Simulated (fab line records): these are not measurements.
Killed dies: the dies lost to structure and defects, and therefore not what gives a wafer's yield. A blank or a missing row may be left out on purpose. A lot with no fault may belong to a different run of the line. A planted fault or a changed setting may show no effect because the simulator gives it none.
A struck lot beside a sound one || flow n5 finfet || 14 out of 1938 route steps
Sound: these wafers, L842.1, L842.4, L842.6. Wafers L850.2, L850.5, L850.6 were the ones struck. The cause is given at the end.
At each step with rows: each side's tool, then ch and its chambers, then its first start. Under that, the readings that differ: sound wafers || struck wafers || difference of the means || sigmas: that difference in standard deviations of wafers without a fault.
alike: readings whose means differ by less than 2 such deviations, and words and numbers that are the same on both sides. not compared: withheld readings, readings that some wafer has no value for, bounds like >300 that may hide the same value, and numbers for which the record gives no deviation and whose values overlap.
A row with sigmas, a row that says differs or no value, or rows on one side alone: a step with any of these is where the two part. Numbers that have no deviation but don't overlap get no sigmas and don't part them. A reading that every wafer of one side lacks parts them only if that side has two wafers or more.

first, 2 steps without rows for these wafers: N5_PASSIVATION_DEVELOP_29 (develop time 60 s); N5_PASSIVATION_HARDBAKE_31 (time 120 s).
N5_PASSIVATION_CD_MEAS_30: the cd target is 4000 nm.
  sound on cd sem-03 ch 0, day 11 19:32; struck on cd sem-01 ch 0, day 14 15:30
  alike: cd nm
N5_PASSIVATION_OVL_MEAS_63:
  sound on overlay-01 ch 0, day 11 19:34; struck on overlay-01 ch 0, day 14 15:32
  alike: PAD_OVL
N5_PASSIVATION_INSPECT_64: inspects for defects (macro).
  sound: defect inspect-01 at day 11 19:35; struck: defect inspect-02 at day 14 15:33
  alike: raw defect count
N5_PASSIVATION_DESCUM_32: chemistry O2, time 7.9 s.
  sound on rie diel-06 ch 1,2, day 11 19:37; struck on rie diel-06 ch 0,3, day 14 15:35
{"reading": "showerhead plenum p Torr (Torr)", "sound": "2.03 2.07 2.03", "struck": "2.21 2.21 2.23", "difference": "+0.17", "sigmas": "+2"}
  alike: drypump motor current A, oes product au, rf vpp V, throttle valve pct
  not compared: rf hours counter h
N5_PASSIVATION_AL_ETCH_33: etches Al in Cl2/BCl3, stops on TaN, target depth 2800 nm, time 466.7 s.
  sound on rie metal-03 ch 0,1, day 11 19:42; struck on rie metal-01 ch 0,1, day 14 15:40
{"reading": "oes product au (a.u.)", "sound": "0.83 0.69 0.82", "struck": "0.60 0.67 0.61", "difference": -0.15, "sigmas": -2}
  alike: drypump motor current A, throttle valve pct
  not compared: rf hours counter h
N5_PASSIVATION_ETCH_59: etches TaN in Cl2/BCl3, target depth 65 nm, time 34.9 s.
  sound on rie metal-03 ch 0,1, day 11 20:06; struck on rie metal-01 ch 0,1, day 14 16:04
  alike: drypump motor current A, oes product au, throttle valve pct
  not compared: rf hours counter h
N5_PASSIVATION_STRIP_34: strips in O2.
  sound on rie diel-06 ch 1,2,3, day 11 20:13; struck on rie diel-02 ch 2,3, day 14 16:11
  alike: drypump motor current A, oes product au, rf vpp V, showerhead plenum p Torr, throttle valve pct
  not compared: rf hours counter h
then, 3 steps without rows for these wafers: N5_PASSIVATION_STRIP_51 (strips in post etch residue remover, time 1200 s); N5_PASSIVATION_CLEAN_69 (cleans in IPA, time 180 s); N5_PASSIVATION_SRD_70 (time 30 s).
N5_PASSIVATION_PECVD_53: deposits SiO2 from TEOS/O2, target thk 800 nm, time 169.4 s.
  sound on pecvd-04 ch 0,1, day 11 20:43; struck on pecvd-02 ch 1,2, day 14 16:41
{"reading": "run length s (s)", "sound": "197.5 197.5 197.2", "struck": "202.2 202.2 202.5", "difference": "+4.9", "sigmas": "+11"}
{"reading": "model.SiO2_of_PASSIVATION_PECVD_53.thk nm (nm)", "sound": "804.4 798 809.8", "struck": "820.4 827.4 832.4", "difference": "+22.7", "sigmas": ""}
N5_PASSIVATION_PECVD_35: deposits SiNx from SiH4/NH3/N2, target thk 700 nm, time 151.3 s.
  sound on pecvd-04 ch 0,1, day 11 20:50; struck on pecvd-02 ch 1,2, day 14 16:48
  alike: heater power w, run length s, showerhead plenum p Torr, throttle valve pct

WHERE THEY PART
First at N5_PASSIVATION_DESCUM_32; last, within this record, at N5_PASSIVATION_PECVD_53. Later steps at which nothing parts them and some readings are alike: N5_PASSIVATION_PECVD_35.

WHY: whatever the simulator had introduced
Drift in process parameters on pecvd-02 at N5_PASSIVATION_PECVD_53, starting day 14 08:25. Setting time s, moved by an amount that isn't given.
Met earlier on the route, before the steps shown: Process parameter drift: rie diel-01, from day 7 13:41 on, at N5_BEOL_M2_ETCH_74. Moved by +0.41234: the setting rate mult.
